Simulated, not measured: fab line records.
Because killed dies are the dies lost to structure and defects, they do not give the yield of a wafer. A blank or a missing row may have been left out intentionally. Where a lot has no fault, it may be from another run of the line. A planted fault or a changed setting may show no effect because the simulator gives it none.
fab line records	flow n5-finfet
record: lots: 7	wafers: 21
route steps=1938 shown PMOS_HMC_CHANNEL_EPI@59 FIN_SAQP@125 FIN_CUT@173 DUMMY_GATE@237 SD_EPI_P@312
start-h: hours from the record's first day to the start of the lot's first wafer shown	wait-h: how many hours have passed since the lot's step before this one	" unchanged from the row above	L1.1+2: a row that stands for several wafers	- no value present, or no start provided	* or withheld: withheld	< > ~ a bound
route shown NAME@n: NAME is a module with steps in the file, n the number in the route of the first one	usual: the fault-free wafers' mean and standard deviation	same: alike in all rows	chamber/n: place in a boat	sites: readings site by site	_std_site: standard deviation across them	_edge_site: outer sites' mean less inner sites'	radius-mm: for every site, how far away it sits from the centre of the wafer	mask NAME#n: copy n	behind: tool/chamber where the wafer was last shaped	hold: cause of the lot's hold/its duration in hours/its outcome	device: names the non-switching transistor (n, p or np)	end of line: the tests these same wafers got at the end of their route	a step with no rows: only its recipe	killed: dies lost to structure and defects at the first sort, not the wafer's yield	map: a wafer's dies, marking killed ones x, the rest . and places with no die _
set.NAME: the setting as run; set.NAME@STEP: as run at that earlier step	model.NAME: the simulator's own value behind a step, which no gauge read
lots whose settings were changed on purpose; a table a step, a row a wafer
== steps ==
step: N5_PMOS_HMC_CHANNEL_EPI_COAT_03
recipe: resist: CAR-ArF-block	spin-rpm: 1500	resist-thk-nm: 205
lot.wafer	tool	chamber	start-h	wait-h	set.spin-rpm	model.CAR-ArF-block_of_PMOS_HMC_CHANNEL_EPI_COAT_03.thk-nm
L074.1	litho-track-04	0	-	-	1500	205.8
L074.3	"	0	"	"	1500	206.1
L074.5	"	0	"	"	1500	205.6
L078.2	litho-track-04	0	-	-	1500	204.9
L078.3	"	0	"	"	1500	204.6
L078.6	"	0	"	"	1500	205.3
L086.2	litho-track-03	0	-	-	1661	195.4
L086.4	"	0	"	"	1500	205.5
L086.6	"	0	"	"	1500	205.7
L088.3	litho-track-03	0	-	-	1500	205.6
L088.5	"	0	"	"	1613	197.9
L088.6	"	0	"	"	1613	197.4
L090.2	litho-track-04	0	-	-	1604	198.4
L090.4	"	0	"	"	1500	206.1
L090.6	"	0	"	"	1500	205.2
L091.2	litho-track-01	0	-	-	1500	204.9
L091.4	"	0	"	"	1500	205
L091.6	"	0	"	"	1570	200.4
L095.1	litho-track-03	0	-	-	1500	204.6
L095.3	"	0	"	"	1500	204.9
L095.5	"	0	"	"	1543	201.6
step: N5_PMOS_HMC_CHANNEL_EPI_EXPOSE_06
recipe: mask-id: PMOS_HMC_BLK	na: 1.35	source-shape: conventional	sigma-outer: 0.8	polarization: unpolarized	target-cd-nm: 240	dose-mj: 41
lot.wafer	tool	chamber	start-h	wait-h	mask	set.dose-mj
L074.1	arfi-scanner-03	0	17.76	-	PMOS_HMC_BLK#0	41
L074.3+5	"	0	"	"	PMOS_HMC_BLK#0	42.43
L078.2+3+6	arfi-scanner-01	0	41.22	-	PMOS_HMC_BLK#0	41
L086.2	arfi-scanner-03	0	89.07	-	PMOS_HMC_BLK#0	43.58
L086.4+6	"	0	"	"	PMOS_HMC_BLK#0	41
L088.3+6	arfi-scanner-03	0	101.93	-	PMOS_HMC_BLK#0	41
L088.5	"	0	"	"	PMOS_HMC_BLK#0	38.84
L090.2	arfi-scanner-03	0	113.00	-	PMOS_HMC_BLK#0	39.86
L090.4+6	"	0	"	"	PMOS_HMC_BLK#0	41
L091.2+6	arfi-scanner-02	0	119.48	-	PMOS_HMC_BLK#0	39.28
L091.4	"	0	"	"	PMOS_HMC_BLK#0	41
L095.1+5	arfi-scanner-03	0	143.23	-	PMOS_HMC_BLK#0	41
L095.3	"	0	"	"	PMOS_HMC_BLK#0	43.14
step: N5_PMOS_HMC_CHANNEL_EPI_PEB_07
recipe: peb-temp-c: 110	peb-time-s: 60	resist: CAR-ArF-block
step: N5_PMOS_HMC_CHANNEL_EPI_DEVELOP_08
recipe: develop-time-s: 30	developer: TMAH	resist: CAR-ArF-block	dev-temp-c: 23	rinse-liquid: diw	dry: air-spin
step: N5_PMOS_HMC_CHANNEL_EPI_CD_MEAS_09
recipe: target-cd-nm: 237.4	landing-energy-ev: 500	detector: se-inlens
usual: cd-nm: 236.6/1.2
lot.wafer	tool	chamber	start-h	wait-h	set.dose-mj@PMOS_HMC_CHANNEL_EPI_EXPOSE_06	cd-nm
L074.1	cd-sem-03	0	17.89	-	41	236.4
L074.3	"	0	"	"	42.43	238.6
L074.5	"	0	"	"	42.43	237.7
L078.2	cd-sem-01	0	41.34	-	41	237.0
L078.3	"	0	"	"	41	236.6
L078.6	"	0	"	"	41	236.2
L086.2	cd-sem-03	0	89.19	-	43.58	241.8
L086.4	"	0	"	"	41	237.4
L086.6	"	0	"	"	41	236.3
L088.3	cd-sem-03	0	102.05	-	41	236.3
L088.5	"	0	"	"	38.84	231.8
L088.6	"	0	"	"	41	237.2
L090.2	cd-sem-02	0	113.12	-	39.86	235.5
L090.4	"	0	"	"	41	236.3
L090.6	"	0	"	"	41	235.0
L091.2	cd-sem-01	0	119.60	-	39.28	232.3
L091.4	"	0	"	"	41	238.4
L091.6	"	0	"	"	39.28	234.7
L095.1	cd-sem-03	0	143.36	-	41	237.2
L095.3	"	0	"	"	43.14	241.1
L095.5	"	0	"	"	41	237.3
step: N5_PMOS_HMC_CHANNEL_EPI_DESCUM_14
recipe: chemistry: O2	time-s: 7.9	source-power-w: 50	bias-power-w: 20	pressure-mtorr: 20	rf-frequency-hz: 2.712e+07	temp-c: 40	resist: CAR-ArF-block	o2-flow-sccm: 225
lot.wafer	tool	chamber	start-h	wait-h	set.dose-mj@PMOS_HMC_CHANNEL_EPI_EXPOSE_06	model.PMOS_HMC_CHANNEL_EPI.cd-nm
L074.1	rie-diel-01	0	18.51	0.6	41	236.4
L074.3	"	1	"	"	42.43	238.5
L074.5	"	1	"	"	42.43	237.4
L078.2	rie-diel-03	1	41.75	0.4	41	237.1
L078.3	"	3	"	"	41	236
L078.6	"	3	"	"	41	235.9
L086.2	rie-diel-01	0	89.27	0.0	43.58	241.5
L086.4	"	2	"	"	41	237.3
L086.6	"	2	"	"	41	236.3
L088.3	rie-diel-01	1	102.13	0.0	41	236.2
L088.5	"	2	"	"	38.84	231.9
L088.6	"	1	"	"	41	237
L090.2	rie-diel-01	1	113.21	0.0	39.86	235.2
L090.4	"	2	"	"	41	236.3
L090.6	"	1	"	"	41	234.6
L091.2	rie-diel-01	2	120.05	0.4	39.28	232.4
L091.4	"	3	"	"	41	238.4
L091.6	"	1	"	"	39.28	234.6
L095.1	rie-diel-03	0	143.58	0.2	41	236.9
L095.3	"	3	"	"	43.14	240.6
L095.5	"	3	"	"	41	237.1
step: N5_PMOS_HMC_CHANNEL_EPI_ETCH_32
recipe: chemistry: N2/H2	target: BARC	stop-on: SiO2	target-depth-a: 858	over-etch-frac: 0.3	time-s: 50.3	ion-energy-ev: 200	mask-material: CAR-ArF-block	pressure-mtorr: 30	source-w: 840	bias-w: 150	n2-flow-sccm: 200	h2-flow-sccm: 200
lot.wafer	tool	chamber	start-h	wait-h	set.dose-mj@PMOS_HMC_CHANNEL_EPI_EXPOSE_06	model.PMOS_HMC_CHANNEL_EPI.cd-nm
L074.1	rie-diel-01	0	18.54	0.0	41	239.5
L074.3	"	1	"	"	42.43	240.8
L074.5	"	1	"	"	42.43	239.6
L078.2	rie-diel-03	1	41.78	0.0	41	240.1
L078.3	"	3	"	"	41	240.9
L078.6	"	3	"	"	41	240.7
L086.2	rie-diel-01	0	89.31	0.0	43.58	244.2
L086.4	"	2	"	"	41	239.5
L086.6	"	2	"	"	41	239.1
L088.3	rie-diel-01	1	102.17	0.0	41	239.3
L088.5	"	2	"	"	38.84	235.3
L088.6	"	1	"	"	41	239.8
L090.2	rie-diel-01	1	113.25	0.0	39.86	238
L090.4	"	2	"	"	41	239.2
L090.6	"	1	"	"	41	237
L091.2	rie-diel-01	2	120.09	0.0	39.28	234.8
L091.4	"	3	"	"	41	240.8
L091.6	"	1	"	"	39.28	237.5
L095.1	rie-diel-03	0	143.62	0.0	41	240.4
L095.3	"	3	"	"	43.14	245.6
L095.5	"	3	"	"	41	241.9
step: N5_PMOS_HMC_CHANNEL_EPI_HM_OPEN_15
recipe: chemistry: CHF3/O2	target: SiO2	mask-material: CAR-ArF-block	target-depth-a: 406	CHF3_flow_sccm: 50	O2_flow_sccm: 5	Ar_flow_sccm: 200	time-s: 20.3	pressure-mtorr: 30	source-w: 650	bias-w: 170	ion-energy-ev: 200
step: N5_PMOS_HMC_CHANNEL_EPI_STRIP_33
recipe: chemistry: N2/H2	power-w: 500	temp-c: 40	pressure-mtorr: 50	rf-frequency-hz: 6e+07	overash-fraction: 0.3	bias-power-w: 8	h2-frac: 0.5	n2-flow-sccm: 300	h2-flow-sccm: 300
step: N5_PMOS_HMC_CHANNEL_EPI_STRIP_17
recipe: chemistry: SPM	time-s: 750	temp-c: 130	h2so4-h2o2-vol-ratio: 4	dry: ipa-marangoni
step: N5_PMOS_HMC_CHANNEL_EPI_ETCH_38
recipe: chemistry: CF4	target: SiO2	target-depth-a: 15	ion-energy-ev: 350	pressure-mtorr: 10	icp-w: 800	bias-w: 400	cf4-flow-sccm: 80
lot.wafer	tool	chamber	start-h	wait-h	set.dose-mj@PMOS_HMC_CHANNEL_EPI_EXPOSE_06	model.PMOS_HMC_CHANNEL_EPI.cd-nm
L074.1	rie-si-06	1	18.96	0.0	41	239.4
L074.3	"	2	"	"	42.43	240.6
L074.5	"	1	"	"	42.43	239.5
L078.2	rie-si-06	3	42.18	0.0	41	239.9
L078.3	"	0	"	"	41	240.8
L078.6	"	3	"	"	41	240.5
L086.2	rie-si-06	2	89.71	0.0	43.58	244
L086.4	"	1	"	"	41	239.5
L086.6	"	2	"	"	41	239
L088.3	rie-si-02	2	102.57	0.0	41	239.3
L088.5	"	3	"	"	38.84	235.3
L088.6	"	0	"	"	41	239.6
L090.2	rie-si-06	0	113.65	0.0	39.86	237.8
L090.4	"	1	"	"	41	239
L090.6	"	2	"	"	41	236.9
L091.2	rie-si-06	2	120.49	0.0	39.28	234.7
L091.4	"	1	"	"	41	240.9
L091.6	"	2	"	"	39.28	237.5
L095.1	rie-si-01	3	144.02	0.0	41	240.4
L095.3	"	0	"	"	43.14	245.6
L095.5	"	1	"	"	41	241.9
step: N5_FIN_SAQP_SPACER1_ALD_24
recipe: material: SiO2	target-thk-a: 203	temp-c: 300	ald-precursor-family: BDEAS	ald-co-reactant: O2-plasma	pulse-time-s: 1	purge-time-s: 2	co-reactant-purge-time-s: 2	ald-cycles: 218	pressure-torr: 2
lot.wafer	tool	chamber	start-h	wait-h	set.ald-cycles	model.SiO2_of_FIN_SAQP_SPACER1_ALD_24.thk-nm
L074.1	ald-sin-03	0	25.09	0.3	232	21.4
L074.3+5	"	3,2	"	"	218	20.2
L078.2+3	ald-sin-01	0,2	47.20	0.3	218	20.2
L078.6	"	1	"	"	218	20.4
L086.2+6	ald-sin-03	3	96.21	0.9	218	20.4
L086.4	"	0	"	"	218	20.2
L088.3	ald-sin-03	2	107.39	0.1	218	20.2
L088.5	"	2	"	"	203	19
L088.6	"	1	"	"	203	18.8
L090.2	ald-sin-01	3	118.67	0.3	218	20.4
L090.4	"	0	"	"	233	21.6
L090.6	"	0	"	"	218	20.2
L091.2+6	ald-sin-03	2,3	127.39	0.3	251	23.4
L091.4	"	1	"	"	218	20.2
L095.1	ald-sin-01	3	149.41	0.3	189	17.6
L095.3	"	2	"	"	218	20.2
L095.5	"	0	"	"	218	20.4
step: N5_FIN_SAQP_SPACER1_ETCHBACK_25
recipe: chemistry: CHF3/O2	mode: anisotropic-etchback	target: SiO2	target-depth-a: 244	time-s: 12.2	pressure-mtorr: 30	source-w: 650	bias-w: 170	Ar_flow_sccm: 200	CHF3_flow_sccm: 50	O2_flow_sccm: 5	ion-energy-ev: 200
step: N5_FIN_SAQP_MANDREL1_REMOVE_56
recipe: chemistry: HBr/Cl2/O2	bt-time-s: 10	target: a-Si	stop-on: SiNx	endpoint: OES-SiCl	over-etch-frac: 1	icp-w: 600	bias-w: 22	HBr_flow_sccm: 150	Cl2_flow_sccm: 80	O2_flow_sccm: 5	pressure-mtorr: 10
lot.wafer	tool	chamber	start-h	wait-h	set.ald-cycles@FIN_SAQP_SPACER1_ALD_24	model.FIN_SAQP.cd-nm
L074.1	rie-si-04	3	25.89	0.1	232	21.2
L074.3+5	"	2	"	"	218	20
L078.2+3	rie-si-05	1,3	48.24	0.1	218	20.4
L078.6	"	3	"	"	218	20.6
L086.2	rie-si-03	0	97.04	0.1	218	20.6
L086.4	"	1	"	"	218	20
L086.6	"	2	"	"	218	20.2
L088.3	rie-si-03	3	108.19	0.1	218	20.4
L088.5	"	0	"	"	203	19.2
L088.6	"	1	"	"	203	18.8
L090.2	rie-si-03	3	119.47	0.1	218	20.6
L090.4	"	2	"	"	233	21.6
L090.6	"	2	"	"	218	20.2
L091.2+6	rie-si-03	1	128.20	0.1	251	23.2
L091.4	"	0	"	"	218	20.2
L095.1	rie-si-03	3	150.30	0.1	189	17.8
L095.3+5	"	0,1	"	"	218	20.4
step: N5_FIN_SAQP_CD_MEAS_27
recipe: target-cd-nm: 20	landing-energy-ev: 1000	detector: se-inlens	polarity: line
usual: cd-nm: 20.30/0.27
lot.wafer	tool	chamber	start-h	wait-h	set.ald-cycles@FIN_SAQP_SPACER1_ALD_24	cd-nm
L074.1	cd-sem-03	0	26.00	0.1	232	21.10
L074.3	"	0	"	"	218	19.91
L074.5	"	0	"	"	218	20.36
L078.2	cd-sem-03	0	48.35	0.1	218	20.48
L078.3	"	0	"	"	218	20.71
L078.6	"	0	"	"	218	20.68
L086.2	cd-sem-03	0	97.16	0.1	218	20.82
L086.4	"	0	"	"	218	20.33
L086.6	"	0	"	"	218	20.07
L088.3	cd-sem-01	0	108.31	0.1	218	20.37
L088.5	"	0	"	"	203	18.76
L088.6	"	0	"	"	203	18.41
L090.2	cd-sem-03	0	119.59	0.1	218	20.80
L090.4	"	0	"	"	233	21.59
L090.6	"	0	"	"	218	19.92
L091.2	cd-sem-01	0	128.31	0.1	251	22.94
L091.4	"	0	"	"	218	20.50
L091.6	"	0	"	"	251	23.33
L095.1	cd-sem-02	0	150.41	0.1	189	17.95
L095.3	"	0	"	"	218	20.43
L095.5	"	0	"	"	218	20.39
step: N5_FIN_SAQP_ETCH_65
recipe: chemistry: CF4	target: SiO2	target-depth-a: 40	ion-energy-ev: 350	time-s: 4.4	pressure-mtorr: 10	icp-w: 800	bias-w: 400	cf4-flow-sccm: 80
lot.wafer	tool	chamber	start-h	wait-h	set.time-s	model.etch.depth-nm
L074.1	rie-si-05	0	26.20	0.1	5.08	4.521
L074.3	"	3	"	"	5.08	5.123
L074.5	"	0	"	"	4.4	3.952
L078.2	rie-si-04	0	48.71	0.1	4.4	4.177
L078.3	"	2	"	"	4.4	4.145
L078.6	"	0	"	"	4.4	4.165
L086.2	rie-si-05	0	97.31	0.1	5.238	4.754
L086.4	"	3	"	"	4.4	4.329
L086.6	"	0	"	"	4.4	3.992
L088.3	rie-si-05	3	108.46	0.1	4.4	4.351
L088.5	"	0	"	"	4.4	3.996
L088.6	"	3	"	"	5.059	5.002
L090.2	rie-si-05	3	119.92	0.1	4.4	4.35
L090.4	"	1	"	"	4.4	4.123
L090.6	"	1	"	"	4.4	4.112
L091.2	rie-si-05	0	128.47	0.1	4.009	3.542
L091.4	"	1	"	"	4.4	4.083
L091.6	"	2	"	"	4.4	4.081
L095.1	rie-si-04	1	150.79	0.1	4.4	4.061
L095.3	"	3	"	"	4.4	3.931
L095.5	"	1	"	"	4.4	4.083
step: N5_FIN_CUT_CUT_ETCH_26
recipe: chemistry: CH3F/O2	target: SiNx	target-depth-a: 390	mask-material: SOC	time-s: 55.7	pressure-mtorr: 30	source-w: 395	bias-w: 73	Ar_flow_sccm: 150	CH3F_flow_sccm: 30	O2_flow_sccm: 20	ion-energy-ev: 120
lot.wafer	tool	chamber	start-h	wait-h	set.time-s	model.etch.depth-nm
L074.1	rie-diel-03	1	29.90	0.0	55.7	39.1
L074.3	"	3	"	"	55.7	39
L074.5	"	2	"	"	55.7	39.66
L078.2	rie-diel-04	0	51.90	0.0	55.7	39.11
L078.3	"	1	"	"	55.7	41.25
L078.6	"	0	"	"	55.7	39.31
L086.2	rie-diel-03	3	100.40	0.0	59.71	41.15
L086.4	"	0	"	"	59.71	42.53
L086.6	"	0	"	"	55.7	39.9
L088.3	rie-diel-03	2	111.79	0.0	55.7	39.38
L088.5	"	0	"	"	55.7	38.97
L088.6	"	1	"	"	45.21	31.5
L090.2	rie-diel-04	0	123.47	0.0	66.65	46.3
L090.4	"	2	"	"	66.65	47.16
L090.6	"	1	"	"	55.7	40.04
L091.2	rie-diel-04	3	132.07	0.0	55.7	39.03
L091.4	"	2	"	"	55.7	40.05
L091.6	"	1	"	"	55.7	40.36
L095.1	rie-diel-03	3	153.77	0.0	55.7	39.08
L095.3	"	2	"	"	55.7	39.94
L095.5	"	1	"	"	51.3	35.81
step: N5_DUMMY_GATE_ETCH_37
recipe: chemistry: N2/H2	target: SOC	target-depth-a: 600	overetch-a: 300	temp-c: 40	ion-energy-ev: 200	pressure-mtorr: 30	source-w: 840	bias-w: 150	n2-flow-sccm: 200	h2-flow-sccm: 200
usual: rf-vpp-V: 524.2/2.4
lot.wafer	tool	chamber	start-h	wait-h	set.source-w	rf-vpp-V
L074.1	rie-diel-04	2	48.12	0.0	764.1	537.0
L074.3	"	1	"	"	840	523.0
L074.5	"	3	"	"	764.1	542.8
L078.2	rie-diel-01	3	70.08	0.0	840	522.0
L078.3	"	0	"	"	840	525.3
L078.6	"	3	"	"	840	521.4
L086.2	rie-diel-04	1	119.02	0.0	840	521.3
L086.4	"	3	"	"	840	524.7
L086.6	"	0	"	"	840	523.9
L088.3	rie-diel-03	1	130.14	0.0	840	525.0
L088.5	"	3	"	"	840	523.9
L088.6	"	2	"	"	884.9	518.8
L090.2	rie-diel-04	0	141.52	0.0	840	525.4
L090.4	"	2	"	"	840	519.9
L090.6	"	3	"	"	840	526.0
L091.2	rie-diel-03	0	150.08	0.0	840	528.0
L091.4	"	2	"	"	988.2	498.9
L091.6	"	3	"	"	988.2	496.2
L095.1	rie-diel-01	3	172.03	0.0	742.4	541.6
L095.3	"	2	"	"	840	527.4
L095.5	"	1	"	"	840	521.1
step: N5_DUMMY_GATE_ETCH_31
recipe: chemistry: C4F6/O2	target: SiO2	mask-material: SOC	target-depth-a: 825	time-s: 27.5	ion-energy-ev: 250	pressure-mtorr: 30	source-w: 345	bias-w: 185	Ar_flow_sccm: 300	C4F6_flow_sccm: 10	O2_flow_sccm: 10
lot.wafer	tool	chamber	start-h	wait-h	set.target-depth-a	model.etch.depth-nm
L074.1	rie-diel-03	2	48.44	0.0	825	82.75
L074.3	"	0	"	"	825	82.82
L074.5	"	2	"	"	825	83.3
L078.2	rie-diel-01	0	70.36	0.0	825	80.24
L078.3	"	3	"	"	825	81.91
L078.6	"	3	"	"	825	80.62
L086.2	rie-diel-04	1	119.29	0.0	744.4	76.71
L086.4	"	0	"	"	825	82.59
L086.6	"	1	"	"	744.4	76.61
L088.3	rie-diel-04	3	130.45	0.1	869	86.65
L088.5	"	2	"	"	825	83.47
L088.6	"	3	"	"	869	86.95
L090.2	rie-diel-01	2	141.80	0.0	916.6	94.98
L090.4	"	1	"	"	825	84.29
L090.6	"	0	"	"	825	80.69
L091.2	rie-diel-03	1	150.35	0.0	825	80.88
L091.4	"	0	"	"	825	82.98
L091.6	"	2	"	"	888.4	89.01
L095.1	rie-diel-01	2	172.52	0.1	825	84.83
L095.3	"	0	"	"	906	88.77
L095.5	"	2	"	"	825	85.07
step: N5_SD_EPI_P_ETCH_16
recipe: chemistry: CHF3/O2	target: SiO2	target-depth-a: 50	mask-material: SOC	pressure-mtorr: 30	source-w: 650	bias-w: 170	Ar_flow_sccm: 200	CHF3_flow_sccm: 50	O2_flow_sccm: 5	ion-energy-ev: 200
lot.wafer	tool	chamber	start-h	wait-h	set.target-depth-a	model.etch.depth-nm
L074.1	rie-diel-04	1	55.77	0.1	50	5.136
L074.3	"	3	"	"	55.5	5.516
L074.5	"	0	"	"	50	4.999
L078.2	rie-diel-03	2	77.28	0.1	50	5.202
L078.3	"	0	"	"	50	5.088
L078.6	"	1	"	"	50	4.953
L086.2	rie-diel-01	1	126.33	0.1	50	5.073
L086.4	"	2	"	"	47.7	4.867
L086.6	"	0	"	"	50	4.824
L088.3	rie-diel-01	3	137.74	0.1	56	5.527
L088.5	"	3	"	"	50	4.945
L088.6	"	2	"	"	56	5.87
L090.2	rie-diel-01	3	149.22	0.1	50	4.884
L090.4	"	0	"	"	50	4.797
L090.6	"	0	"	"	55.17	5.311
L091.2	rie-diel-04	0	161.46	0.1	51.88	5.255
L091.4	"	2	"	"	50	5.078
L091.6	"	3	"	"	51.88	5.182
L095.1	rie-diel-01	3	181.77	0.1	50	4.924
L095.3	"	1	"	"	52.21	5.391
L095.5	"	2	"	"	52.21	5.403
== key ==
split: step: N5_PMOS_HMC_CHANNEL_EPI_COAT_03	setting: spin-rpm	stated: 1500	by: wafer
response: step: N5_PMOS_HMC_CHANNEL_EPI_COAT_03	reading: model.CAR-ArF-block_of_PMOS_HMC_CHANNEL_EPI_COAT_03.thk-nm	change: -0.995	per: 1%	r: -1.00
split: step: N5_PMOS_HMC_CHANNEL_EPI_EXPOSE_06	setting: dose-mj	stated: 41	by: wafer
response: step: N5_PMOS_HMC_CHANNEL_EPI_CD_MEAS_09	reading: cd-nm	change: +0.793	per: 1%	r: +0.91
response: step: N5_PMOS_HMC_CHANNEL_EPI_DESCUM_14	reading: model.PMOS_HMC_CHANNEL_EPI.cd-nm	change: +0.757	per: 1%	r: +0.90
response: step: N5_PMOS_HMC_CHANNEL_EPI_ETCH_32	reading: model.PMOS_HMC_CHANNEL_EPI.cd-nm	change: +0.748	per: 1%	r: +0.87
response: step: N5_PMOS_HMC_CHANNEL_EPI_ETCH_38	reading: model.PMOS_HMC_CHANNEL_EPI.cd-nm	change: +0.745	per: 1%	r: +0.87
split: step: N5_FIN_SAQP_SPACER1_ALD_24	setting: ald-cycles	stated: 218	by: wafer
response: step: N5_FIN_SAQP_SPACER1_ALD_24	reading: model.SiO2_of_FIN_SAQP_SPACER1_ALD_24.thk-nm	change: +0.203	per: 1%	r: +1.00
response: step: N5_FIN_SAQP_MANDREL1_REMOVE_56	reading: model.FIN_SAQP.cd-nm	change: +0.195	per: 1%	r: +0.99
response: step: N5_FIN_SAQP_CD_MEAS_27	reading: cd-nm	change: +0.184	per: 1%	r: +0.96
split: step: N5_FIN_SAQP_ETCH_65	setting: time-s	stated: 4.4	by: wafer
response: step: N5_FIN_SAQP_ETCH_65	reading: model.etch.depth-nm	change: +0.0464	per: 1%	r: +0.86
split: step: N5_FIN_CUT_CUT_ETCH_26	setting: time-s	stated: 55.7	by: wafer
response: step: N5_FIN_CUT_CUT_ETCH_26	reading: model.etch.depth-nm	change: +0.373	per: 1%	r: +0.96
split: step: N5_DUMMY_GATE_ETCH_37	setting: source-w	stated: 840	by: wafer
response: step: N5_DUMMY_GATE_ETCH_37	reading: rf-vpp-V	change: -1.66	per: 1%	r: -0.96
split: step: N5_DUMMY_GATE_ETCH_31	setting: target-depth-a	stated: 825	by: wafer
response: step: N5_DUMMY_GATE_ETCH_31	reading: model.etch.depth-nm	change: +0.761	per: 1%	r: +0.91
split: step: N5_SD_EPI_P_ETCH_16	setting: target-depth-a	stated: 50	by: wafer
response: step: N5_SD_EPI_P_ETCH_16	reading: model.etch.depth-nm	change: +0.0512	per: 1%	r: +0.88
